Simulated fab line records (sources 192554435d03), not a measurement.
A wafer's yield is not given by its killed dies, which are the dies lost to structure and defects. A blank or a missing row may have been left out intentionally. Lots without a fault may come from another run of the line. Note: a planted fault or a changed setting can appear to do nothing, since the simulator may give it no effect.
Which of the tools did it? | flow n5-finfet | 24 lots with 72 wafers sampled at 2 steps, on a route of 1938 steps

WHAT THE GAUGES READ, wafer by wafer
N5_MOL_CONTACT_COAG_CD_MEAS_08 targets a cd of 28 nm.
lot  | measured     | on        | cd-nm (nm)
L074 | day 4 16:17  | cd-sem-02 | 27.52 28.20 27.72
L075 | day 4 23:59  | cd-sem-03 | 27.94 28.00 27.96
L076 | day 5 01:44  | cd-sem-01 | 28.27 27.68 28.13
L077 | day 5 08:51  | cd-sem-03 | 27.87 28.05 28.23
L078 | day 5 15:16  | cd-sem-02 | 28.29 27.96 27.62
L079 | day 6 00:01  | cd-sem-03 | 27.79 28.16 27.86
L080 | day 6 09:17  | cd-sem-03 | 27.90 28.51 28.23
L081 | day 6 13:50  | cd-sem-01 | 27.89 27.47 28.18
L082 | day 6 15:46  | cd-sem-03 | 28.31 28.04 27.97
L083 | day 6 21:11  | cd-sem-03 | 27.80 28.09 28.06
L084 | day 7 05:58  | cd-sem-03 | 27.82 27.50 27.86
L085 | day 7 08:29  | cd-sem-03 | 27.94 27.71 28.19
L086 | day 7 16:44  | cd-sem-01 | 28.33 27.74 27.98
L087 | day 7 22:29  | cd-sem-03 | 27.98 28.22 28.29
L088 | day 8 03:56  | cd-sem-01 | 28.17 28.22 28.08
L089 | day 8 10:47  | cd-sem-01 | 27.79 27.45 27.94
L090 | day 8 14:20  | cd-sem-02 | 27.76 27.55 27.63
L091 | day 8 20:13  | cd-sem-02 | 27.97 27.92 27.75
L092 | day 9 00:55  | cd-sem-02 | 27.92 27.82 27.84
L093 | day 9 08:37  | cd-sem-03 | 27.93 27.63 27.97
L094 | day 9 22:20  | cd-sem-01 | 27.73 27.84 27.49
L095 | day 9 23:17  | cd-sem-02 | 28.32 27.98 27.89
L096 | day 10 06:02 | cd-sem-02 | 28.14 27.83 27.83
L097 | day 10 12:09 | cd-sem-03 | 27.85 27.81 28.17

WHICH TOOL RAN EACH LOT (tool, then ch and the chambers of the sampled wafers, then the start)
lot  | N5_GATE_CUT_ALD_22
L074 | ald-sin-03 ch 1,2,3, day 4 13:22
L075 | ald-sin-04 ch 0,1,3, day 4 21:10
L076 | ald-sin-03 ch 0,2,3, day 4 22:55
L077 | ald-sin-03 ch 0,2,3, day 5 06:02
L078 | ald-sin-01 ch 1,2,3, day 5 12:26
L079 | ald-sin-03 ch 0,2, day 5 21:11
L080 | ald-sin-04 ch 1,2,3, day 6 06:00
L081 | ald-sin-03 ch 0,2,3, day 6 11:01
L082 | ald-sin-04 ch 1,2,3, day 6 12:49
L083 | ald-sin-03 ch 0,1,3, day 6 18:22
L084 | ald-sin-03 ch 0,3, day 7 03:00
L085 | ald-sin-04 ch 0,2,3, day 7 05:40
L086 | ald-sin-01 ch 0,1,2, day 7 13:55
L087 | ald-sin-03 ch 2,3, day 7 19:40
L088 | ald-sin-01 ch 0,2,3, day 8 01:07
L089 | ald-sin-03 ch 1,2,3, day 8 07:54
L090 | ald-sin-04 ch 1,2,3, day 8 11:31
L091 | ald-sin-04 ch 1,2, day 8 17:16
L092 | ald-sin-01 ch 0,2,3, day 8 21:58
L093 | ald-sin-01 ch 0,3, day 9 05:43
L094 | ald-sin-04 ch 0,2, day 9 19:13
L095 | ald-sin-01 ch 0,1,2, day 9 20:21
L096 | ald-sin-01 ch 0,1,2, day 10 02:47
L097 | ald-sin-04 ch 1,2,3, day 10 09:19
- N5_GATE_CUT_ALD_22: deposits SiNx, target thk 16 nm, pulse time 1 s, ald cycles 320.

AS READ BY THE TOOLS THEMSELVES (means over the sampled wafers that have a number; for cases with no such wafer, the mark the record gives instead)
N5_GATE_CUT_ALD_22.
lot  | tool       | heater-power-w (W) | precursor-pulse-height-rel
L074 | ald-sin-03 | 878                | 1.001
L075 | ald-sin-04 | 814                | 0.988
L076 | ald-sin-03 | 898                | 1.008
L077 | ald-sin-03 | 897                | 0.986
L078 | ald-sin-01 | 921                | 0.992
L079 | ald-sin-03 | 840                | 1.007
L080 | ald-sin-04 | 835                | 1.021
L081 | ald-sin-03 | 896                | 1.014
L082 | ald-sin-04 | 845                | 1.006
L083 | ald-sin-03 | 937                | 0.995
L084 | ald-sin-03 | 941                | 1.000
L085 | ald-sin-04 | 880                | 1.011
L086 | ald-sin-01 | 938                | 0.977
L087 | ald-sin-03 | 877                | 0.993
L088 | ald-sin-01 | 921                | 0.977
L089 | ald-sin-03 | 887                | 1.008
L090 | ald-sin-04 | 832                | 1.011
L091 | ald-sin-04 | 895                | 1.013
L092 | ald-sin-01 | 917                | 0.999
L093 | ald-sin-01 | 826                | 0.993
L094 | ald-sin-04 | 914                | 1.000
L095 | ald-sin-01 | 932                | 1.022
L096 | ald-sin-01 | 948                | 1.006
L097 | ald-sin-04 | 837                | 1.008

THE ANSWER, worked out from the rows above alone
Rule: usual is defined by the lots themselves. Put in order of their means at a reading, lots are off if they are a third of the lots or fewer, leave a main group of 4 or more, and stand apart from it by a gap of 3 or more times the standard deviation of the main group's means; of several such gaps the widest counts. A main group is skipped when, at the precision printed for the reading in the tables above, its means are all equal. A lot without any number at a reading at which 4 lots or more have one is off too. Where the step has rows for the other lots, those lots are counted as sound. Order of review: gauges by route order, followed by the tools' own readings, for which a lot's mean as printed above is used. At the first step where some lot is off, the reading lying furthest off is the one used; lots without a number count as furthest.
Nothing can be told from this: no lot is off at any reading shown.

WHAT THE SIMULATOR HAD PUT IN
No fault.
